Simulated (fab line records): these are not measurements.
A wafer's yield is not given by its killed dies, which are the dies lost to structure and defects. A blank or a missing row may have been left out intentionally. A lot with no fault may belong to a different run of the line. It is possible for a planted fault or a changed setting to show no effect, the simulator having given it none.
Struck lot and sound lot, side by side / flow n5-finfet / 14 steps out of a route of 1938
Sound: the wafers L402.1, L402.5, L402.6. Struck: wafers L390.1, L390.6. (L390.3 of the same lot was not struck and is left out.) The cause comes at the end.
Per side, at each step with rows, come the tool, then ch with its chambers, and then its first start. Under that, the readings that differ: sound wafers / struck wafers / difference of the means / sigmas: that difference in standard deviations of wafers without a fault.
alike: readings with means less than 2 such deviations apart, plus words and numbers identical on both sides. not compared: withheld readings, readings lacking a value on some wafer, bounds such as >300 that could conceal the same value, and numbers that have no deviation in the record and whose values overlap.
The two part at a step that has a row with sigmas, a row that says differs or no value, or rows on one side only. Numbers that have no deviation but don't overlap get no sigmas and don't part them. Lack of a reading on every wafer of one side parts them only where that side has two or more wafers.

first, 1 step without rows for these wafers: N5_BEOL_M10_DEVELOP_27 (develop time 30 s).
N5_BEOL_M10_CD_MEAS_28: target cd 70 nm.
  sound on cd-sem-01 ch 0, day 15 13:17; struck on cd-sem-01 ch 0, day 12 14:00
  alike: cd-nm
N5_BEOL_M10_OVL_MEAS_29:
  sound on overlay-02 ch 0, day 15 13:19; struck on overlay-01 ch 0, day 12 14:02
  alike: V9_OVL
N5_BEOL_M10_INSPECT_30: inspects for defects (brightfield).
  sound on defect-inspect-02 at day 15 13:21; struck on defect-inspect-02 at day 12 14:03
  alike: raw-defect-count
N5_BEOL_M10_DESCUM_33: chemistry O2, time 7.9 s.
  sound on rie-diel-02 ch 1,2, day 15 13:23; struck on rie-diel-06 ch 3, day 12 14:24
reading=drypump-motor-current-A (A); sound=5.0 5.0 5.1; struck=6.6 6.6; difference=+1.6; sigmas=+3
  alike: o2-flow-sccm, oes-product-au, rf-vpp-V, showerhead-plenum-p-Torr, throttle-valve-pct
  not compared: rf-hours-counter-h
then, 1 step without rows for these wafers: N5_BEOL_M10_ETCH_65 (etches SiARC in CF4, target depth 39 nm, time 65 s).
N5_BEOL_M10_ETCH_66: etches SOC in N2/H2, target depth 120 nm, overetch 24 nm, time 180 s.
  sound on rie-diel-02 ch 1,2, day 15 13:28; struck on rie-diel-06 ch 3, day 12 14:29
reading=drypump-motor-current-A (A); sound=5.1 5.1 5.1; struck=6.6 6.6; difference=+1.5; sigmas=+3
  alike: oes-product-au, rf-vpp-V, showerhead-plenum-p-Torr, throttle-valve-pct
  not compared: rf-hours-counter-h
then, 1 step without rows for these wafers: N5_BEOL_M10_STRIP_69 (strips in N2/H2).
N5_BEOL_M10_VIA_ETCH_34: etches SiCOH lowk in C4F6/O2, target depth 184.5 nm, time 69.2 s.
  sound on rie-diel-02 ch 1,2, day 15 13:35; struck on rie-diel-06 ch 3, day 12 14:37
reading=drypump-motor-current-A (A); sound=5.1 5.0 5.1; struck=6.6 6.6; difference=+1.5; sigmas=+3
  alike: oes_f_703_au, oes-product-au, rf-vpp-V, showerhead-plenum-p-Torr, throttle-valve-pct
  not compared: rf-hours-counter-h
then, 1 step without rows for these wafers: N5_BEOL_M10_STRIP_73 (strips in C4F6/O2).
N5_BEOL_M10_STRIP_36: strips in N2/H2.
  sound on rie-diel-02 ch 1,2, day 15 13:39; struck on rie-diel-06 ch 3, day 12 14:40
reading=drypump-motor-current-A (A); sound=5.1 5.1 5.1; struck=6.6 6.6; difference=+1.5; sigmas=+3
  alike: oes-product-au, rf-vpp-V, showerhead-plenum-p-Torr, throttle-valve-pct
  not compared: rf-hours-counter-h
then, 1 step without rows for these wafers: N5_BEOL_M10_TRENCH_ETCH_37 (etches SiCOH lowk in C4F6/O2, target depth 148.83 nm, time 48 s).
N5_BEOL_M10_ETCH_41: etches SiCN in CH3F/O2, target depth 42.6 nm, time 86 s.
  sound on rie-diel-02 ch 1,2, day 15 13:44; struck on rie-diel-06 ch 3, day 12 14:45
reading=drypump-motor-current-A (A); sound=5.0 5.1 5.2; struck=6.6 6.6; difference=+1.5; sigmas=+3
reading=model.etch.depth-nm (nm); sound=31.31 31.07 32.34; struck=27.72 27.74; difference=-3.84; sigmas=
  alike: oes-product-au, rf-vpp-V, showerhead-plenum-p-Torr, throttle-valve-pct
  not compared: rf-hours-counter-h
N5_BEOL_M10_STRIP_77: strips in N2/H2, time 10 s.
  sound on rie-diel-02 ch 1,2; struck on rie-diel-06 ch 3
reading=drypump-motor-current-A (A); sound=5.1 5.1 5.1; struck=6.6 6.6; difference=+1.5; sigmas=+3
  alike: oes-product-au, rf-vpp-V, showerhead-plenum-p-Torr, throttle-valve-pct
  not compared: rf-hours-counter-h

## WHERE THEY PART
Earliest at N5_BEOL_M10_DESCUM_33; latest, in this record, at N5_BEOL_M10_STRIP_77.

WHY: what the simulator had put in
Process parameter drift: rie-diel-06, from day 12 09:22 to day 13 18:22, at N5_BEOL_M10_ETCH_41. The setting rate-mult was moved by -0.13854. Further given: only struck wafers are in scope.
